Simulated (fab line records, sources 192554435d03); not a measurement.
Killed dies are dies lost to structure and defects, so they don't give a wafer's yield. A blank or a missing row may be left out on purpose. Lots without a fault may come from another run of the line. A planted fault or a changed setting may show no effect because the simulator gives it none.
Which tool did it? | flow n5_finfet | 8 lots, 24 wafers sampled, at 5 steps of a route of 1938

WHAT THE GAUGES READ, wafer by wafer
N5_BEOL_M4_RC_MEAS_101. Usual: DIBL_N 35.7 mV/V, standard deviation 1.3; DIBL_P 36.0 mV/V, standard deviation 1.6; IOFF_N 0.154 nA/um, standard deviation 0.025; IOFF_N_85C 3.0 nA/um, standard deviation 0.39; IOFF_N_LIN 0.073 nA/um, standard deviation 0.0099; IOFF_N_LONG 5.64e-05 nA/um, standard deviation 2.3e-06; IOFF_P 0.21 nA/um, standard deviation 0.034; ION_N 675 uA/um, standard deviation 9.7; ION_P 465 uA/um, standard deviation 7.4; SS_N 71.3 mV/dec, standard deviation 0.55; SS_P 73.1 mV/dec, standard deviation 0.52; VT_N 250 mV, standard deviation 3; VT_N_LONG 274.6 mV, standard deviation 1.9; VT_P -249 mV, standard deviation 3.6; VT_P_LVT -98 mV, standard deviation 3.3.
lot  | measured     | on        | DIBL_N (mV/V)  | DIBL_P (mV/V)  | IOFF_N (nA/um)     | IOFF_N_85C (nA/um) | IOFF_N_LIN (nA/um) | IOFF_N_LONG (nA/um)         | IOFF_P (nA/um) | ION_N (uA/um) | ION_P (uA/um) | SS_N (mV/dec)  | SS_P (mV/dec)  | VT_N (mV)   | VT_N_LONG (mV)    | VT_P (mV)      | VT_P_LVT (mV)  | flag
L402 | day 8 07:26  | prober-01 | 33.9 33.9 33.6 | 34.2 34.5 34.4 | 0.125 0.125 0.123  | 2.5 2.6 2.5        | 0.061 0.060 0.060  | 5.66e-05 5.9e-05 5.71e-05   | 0.19 0.19 0.18 | 661 667 663   | 463 458 451   | 71.2 70.9 70.6 | 72.3 73.0 72.5 | 254 254 254 | 274.1 275.5 272.9 | -249 -251 -253 | -100 -101 -101 |
L409 | day 9 22:42  | prober-02 | 35.1 36.6 37.6 | 36.7 37.7 38.1 | 10.014 0.178 0.195 | 101.6 3.5 3.8      | 4.712 0.079 0.088  | 0.0029533 5.58e-05 5.59e-05 | 0.24 0.27 0.27 | 766 664 675   | 470 464 462   | 71.2 71.4 72.4 | 73.1 73.4 73.2 | 133 251 248 | 157.0 275.1 275.2 | -246 -242 -247 | -107 -96 -96   | OFF
L410 | day 10 02:07 | prober-02 | 35.9 34.7 34.6 | 36.1 35.1 34.3 | 0.152 8.815 0.133  | 3.0 90.1 2.7       | 0.074 4.256 0.066  | 5.45e-05 0.0029897 5.48e-05 | 0.19 0.18 0.17 | 666 763 672   | 458 467 457   | 71.8 71.7 71.9 | 74.0 73.5 73.0 | 250 133 252 | 274.5 155.2 273.6 | -253 -253 -257 | -101 -113 -103 | OFF
L412 | day 10 22:56 | prober-02 | 35.9 34.9 35.0 | 37.3 35.9 35.3 | 0.176 0.155 9.498  | 3.4 3.1 97.2       | 0.080 0.074 4.433  | 5.77e-05 5.77e-05 0.0032151 | 0.24 0.21 0.20 | 674 676 759   | 465 472 462   | 72.0 71.5 72.2 | 73.6 73.7 73.0 | 244 248 132 | 274.3 272.2 154.7 | -248 -252 -246 | -96 -97 -109   | OFF
L414 | day 11 00:29 | prober-01 | 34.1 33.7 33.2 | 35.8 35.4 33.6 | 0.137 0.127 0.117  | 2.8 2.6 2.5        | 0.066 0.063 0.058  | 5.32e-05 5.27e-05 5.32e-05  | 0.21 0.20 0.18 | 678 669 672   | 467 469 458   | 70.9 70.1 70.5 | 73.3 72.6 72.7 | 251 252 254 | 275.3 276.7 276.4 | -251 -249 -254 | -98 -99 -102   |
L417 | day 12 06:58 | prober-01 | 36.2 34.1 34.1 | 37.7 35.5 35.8 | 0.176 0.140 0.139  | 3.3 2.7 2.8        | 0.082 0.069 0.069  | 5.92e-05 5.9e-05 5.85e-05   | 0.23 0.20 0.20 | 683 684 678   | 464 473 469   | 71.5 71.0 71.4 | 73.4 73.2 73.7 | 246 249 248 | 275.0 273.4 275.0 | -247 -249 -247 | -96 -97 -98    |
L421 | day 13 06:55 | prober-02 | 35.4 34.2 34.8 | 35.9 33.1 33.6 | 0.163 0.129 0.144  | 3.1 2.6 2.8        | 0.076 0.061 0.069  | 5.58e-05 5.45e-05 5.65e-05  | 0.22 0.19 0.19 | 693 667 674   | 468 460 466   | 71.5 71.2 71.2 | 73.4 72.6 71.9 | 246 252 248 | 274.6 276.0 273.9 | -249 -250 -250 | -98 -100 -100  |
L424 | day 13 14:23 | prober-02 | 36.9 36.3 37.2 | 35.3 35.5 36.2 | 0.160 0.151 0.168  | 3.2 3.0 3.3        | 0.077 0.074 0.077  | 5.85e-05 5.81e-05 5.82e-05  | 0.20 0.19 0.21 | 671 673 680   | 459 467 459   | 71.9 71.9 71.7 | 72.7 72.9 73.7 | 249 249 249 | 273.0 274.3 273.9 | -252 -252 -251 | -100 -101 -101 |

WHICH TOOL RAN EACH LOT (tool, then ch and the chambers of the sampled wafers, then the start)
lot  | N5_DUMMY_REMOVAL_STRIP_10         | N5_HKMG_FIN_STRIP_57              | N5_HKMG_FIN_ETCH_58               | N5_HKMG_FIN_ALD_36
L402 | rie_diel-05 ch 0,1,3, day 4 02:05 | rie_diel-04 ch 0,2, day 4 03:47   | rie_diel-04 ch 0,2, day 4 03:48   | ald_metal-01 ch 2,3, day 4 05:52
L409 | rie_diel-06 ch 0,1,2, day 6 00:50 | rie_diel-04 ch 0,1,3, day 6 03:10 | rie_diel-04 ch 0,1,3, day 6 03:11 | ald_metal-04 ch 1,3, day 6 05:04
L410 | rie_diel-02 ch 0,1,3, day 6 04:49 | rie_diel-04 ch 1,2,3, day 6 07:38 | rie_diel-04 ch 1,2,3, day 6 07:40 | ald_metal-04 ch 0,2,3, day 6 09:44
L412 | rie_diel-02 ch 0,3, day 6 17:11   | rie_diel-04 ch 1,2, day 6 19:19   | rie_diel-04 ch 1,2, day 6 19:20   | ald_metal-04 ch 1,2,3, day 6 21:10
L414 | rie_diel-06 ch 0,1,3, day 7 05:02 | rie_diel-01 ch 1,2, day 7 07:01   | rie_diel-01 ch 1,2, day 7 07:03   | ald_metal-03 ch 0,1,2, day 7 09:07
L417 | rie_diel-05 ch 2,3, day 8 00:25   | rie_diel-03 ch 0,1,3, day 8 02:15 | rie_diel-03 ch 0,1,3, day 8 02:16 | ald_metal-03 ch 0,1,3, day 8 04:19
L421 | rie_diel-06 ch 0,2,3, day 8 20:54 | rie_diel-01 ch 0,2, day 8 22:47   | rie_diel-01 ch 0,2, day 8 22:49   | ald_metal-01 ch 2,3, day 9 00:40
L424 | rie_diel-05 ch 0,2,3, day 9 18:04 | rie_diel-04 ch 0,2, day 9 19:55   | rie_diel-04 ch 0,2, day 9 19:56   | ald_metal-04 ch 1,2,3, day 9 21:53
- N5_DUMMY_REMOVAL_STRIP_10: strips in N2/H2, time 40 s.
- N5_HKMG_FIN_STRIP_57: strips in CF4.
- N5_HKMG_FIN_ETCH_58: etches SOC in N2/H2, target depth 215.8 nm, time 741 s.
- N5_HKMG_FIN_ALD_36: deposits TiN, target thk 1 nm, pulse time 1 s, purge time 3 s.

WHAT THE TOOLS THEMSELVES READ (means of the sampled wafers that have a number; where no wafer has one, the mark that the record gives instead)
N5_DUMMY_REMOVAL_STRIP_10. Usual: bias_power_w 2.998 W, standard deviation 0.0092; chamber_pressure_mTorr 100.01 mTorr, standard deviation 0.09; drypump_motor_current_A 5.7 A, standard deviation 0.45; oes_product_au 0.76 a.u., standard deviation 0.066; rf_vpp_V 45.3 V, standard deviation 0.74; showerhead_plenum_p_Torr 3.41 Torr, standard deviation 0.13; throttle_valve_pct 12.37 %, standard deviation 0.16.
lot  | tool        | bias_power_w (W) | chamber_pressure_mTorr (mTorr) | drypump_motor_current_A (A) | oes_product_au (a.u.) | rf_vpp_V (V) | showerhead_plenum_p_Torr (Torr) | throttle_valve_pct (%) | flag
L402 | rie_diel-05 | 2.998            | 99.96                          | 6.1                         | 0.79                  | 45.8         | 3.39                            | 12.36                  |
L409 | rie_diel-06 | 2.998            | 99.91                          | 5.4                         | 0.78                  | 45.7         | 3.42                            | 12.37                  |
L410 | rie_diel-02 | 2.997            | 100.04                         | 6.0                         | 0.73                  | 44.8         | 3.31                            | 12.33                  |
L412 | rie_diel-02 | 2.997            | 100.00                         | 6.3                         | 0.70                  | 45.0         | 3.20                            | 12.38                  |
L414 | rie_diel-06 | 2.990            | 99.95                          | 5.4                         | 0.78                  | 44.4         | 3.43                            | 12.44                  |
L417 | rie_diel-05 | 2.999            | 99.99                          | 6.4                         | 0.74                  | 45.7         | 3.49                            | 12.57                  |
L421 | rie_diel-06 | 3.007            | 100.07                         | 5.5                         | 0.76                  | 45.9         | 3.46                            | 12.51                  |
L424 | rie_diel-05 | 3.003            | 99.95                          | 6.1                         | 0.73                  | 45.0         | 3.49                            | 12.48                  |

N5_HKMG_FIN_STRIP_57. Usual: bias_power_w 75.00 W, standard deviation 0.24; chamber_pressure_mTorr 50.00 mTorr, standard deviation 0.047; drypump_motor_current_A 5.8 A, standard deviation 0.44; oes_product_au 0.77 a.u., standard deviation 0.071; rf_vpp_V 270.9 V, standard deviation 1.3; showerhead_plenum_p_Torr 1.78 Torr, standard deviation 0.046; throttle_valve_pct 13.57 %, standard deviation 0.25.
lot  | tool        | bias_power_w (W) | chamber_pressure_mTorr (mTorr) | drypump_motor_current_A (A) | oes_product_au (a.u.) | rf_vpp_V (V) | showerhead_plenum_p_Torr (Torr) | throttle_valve_pct (%) | flag
L402 | rie_diel-04 | 75.33            | 50.01                          | 5.2                         | 0.77                  | 269.5        | 1.74                            | 13.44                  |
L409 | rie_diel-04 | 75.19            | 50.01                          | 5.8                         | 0.77                  | 270.8        | 1.77                            | 13.52                  |
L410 | rie_diel-04 | 75.24            | 50.00                          | 5.6                         | 0.74                  | 269.3        | 1.77                            | 13.41                  |
L412 | rie_diel-04 | 75.11            | 50.03                          | 5.1                         | 0.71                  | 270.4        | 1.76                            | 13.49                  |
L414 | rie_diel-01 | 75.16            | 50.04                          | 6.3                         | 0.79                  | 271.1        | 1.81                            | 13.83                  |
L417 | rie_diel-03 | 75.09            | 49.98                          | 5.7                         | 0.76                  | 270.6        | 1.79                            | 13.67                  |
L421 | rie_diel-01 | 75.19            | 50.00                          | 6.2                         | 0.74                  | 271.1        | 1.79                            | 13.82                  |
L424 | rie_diel-04 | 74.98            | 50.04                          | 5.5                         | 0.76                  | 269.5        | 1.72                            | 13.67                  |

N5_HKMG_FIN_ETCH_58. Usual: chamber_pressure_mTorr 30.001 mTorr, standard deviation 0.027; drypump_motor_current_A 5.8 A, standard deviation 0.45; oes_product_au 0.78 a.u., standard deviation 0.079; rf_vpp_V 99.0 V, standard deviation 0.85; run_length_s 764.1 s, standard deviation 0.39; showerhead_plenum_p_Torr 2.53 Torr, standard deviation 0.07; throttle_valve_pct 17.75 %, standard deviation 0.28.
lot  | tool        | chamber_pressure_mTorr (mTorr) | drypump_motor_current_A (A) | oes_product_au (a.u.) | rf_vpp_V (V) | run_length_s (s) | showerhead_plenum_p_Torr (Torr) | throttle_valve_pct (%) | flag
L402 | rie_diel-04 | 29.984                         | 5.2                         | 0.77                  | 99.6         | 764.2            | 2.45                            | 17.65                  |
L409 | rie_diel-04 | 29.998                         | 5.8                         | 0.79                  | 98.6         | 696.3            | 2.52                            | 17.74                  | OFF
L410 | rie_diel-04 | 29.991                         | 5.6                         | 0.74                  | 99.1         | 696.1            | 2.51                            | 17.57                  | OFF
L412 | rie_diel-04 | 30.020                         | 5.2                         | 0.71                  | 98.2         | 696.4            | 2.49                            | 17.64                  | OFF
L414 | rie_diel-01 | 29.997                         | 6.3                         | 0.80                  | 99.2         | 764.0            | 2.55                            | 18.04                  |
L417 | rie_diel-03 | 29.985                         | 5.7                         | 0.76                  | 98.8         | 764.0            | 2.54                            | 17.88                  |
L421 | rie_diel-01 | 29.980                         | 6.2                         | 0.75                  | 98.4         | 764.2            | 2.53                            | 17.97                  |
L424 | rie_diel-04 | 29.997                         | 5.5                         | 0.76                  | 98.6         | 764.4            | 2.44                            | 17.91                  |

N5_HKMG_FIN_ALD_36. Usual: heater_power_outer_w 578 W, standard deviation 53; heater_power_w 942 W, standard deviation 88; precursor_pulse_height_rel 1.001, standard deviation 0.022; susceptor_temp_C 400.02 C, standard deviation 0.24.
lot  | tool         | heater_power_outer_w (W) | heater_power_w (W) | precursor_pulse_height_rel | susceptor_temp_C (C) | flag
L402 | ald_metal-01 | 589                      | 973                | 1.006                      | 399.86               |
L409 | ald_metal-04 | 500                      | 797                | 1.015                      | 399.96               |
L410 | ald_metal-04 | 544                      | 871                | 0.995                      | 400.13               |
L412 | ald_metal-04 | 556                      | 887                | 0.999                      | 399.82               |
L414 | ald_metal-03 | 579                      | 950                | 1.000                      | 399.93               |
L417 | ald_metal-03 | 582                      | 954                | 0.990                      | 399.74               |
L421 | ald_metal-01 | 595                      | 978                | 1.004                      | 400.26               |
L424 | ald_metal-04 | 550                      | 883                | 1.004                      | 399.96               |

THE ANSWER, worked out from the rows above alone
Rule: a lot is off if the mean of its wafers that have a number lies more than 3 standard deviations from the usual mean. A lot without any number at a reading at which 4 lots or more have one is off too. The other lots that the step has rows for count as sound. The gauges are gone through in route order, then the tools' own readings, and for those a lot's mean is taken as printed above. The first step at which some lot is off is used, and at that step the reading that is off furthest; a lot without a number counts as furthest.
Off: L409, L410, L412, at N5_BEOL_M4_RC_MEAS_101 (IOFF_N_LONG).
A tool fits if, at a process step before that reading, it ran every lot that is off, and no sound lot after the first of them. The gauges at N5_BEOL_M4_RC_MEAS_101 aren't tried: what is off there is off at N5_HKMG_FIN_ETCH_58 too, on other tools, and a gauge's error can't cause that. None of those tried fits.

WHAT THE SIMULATOR HAD PUT IN
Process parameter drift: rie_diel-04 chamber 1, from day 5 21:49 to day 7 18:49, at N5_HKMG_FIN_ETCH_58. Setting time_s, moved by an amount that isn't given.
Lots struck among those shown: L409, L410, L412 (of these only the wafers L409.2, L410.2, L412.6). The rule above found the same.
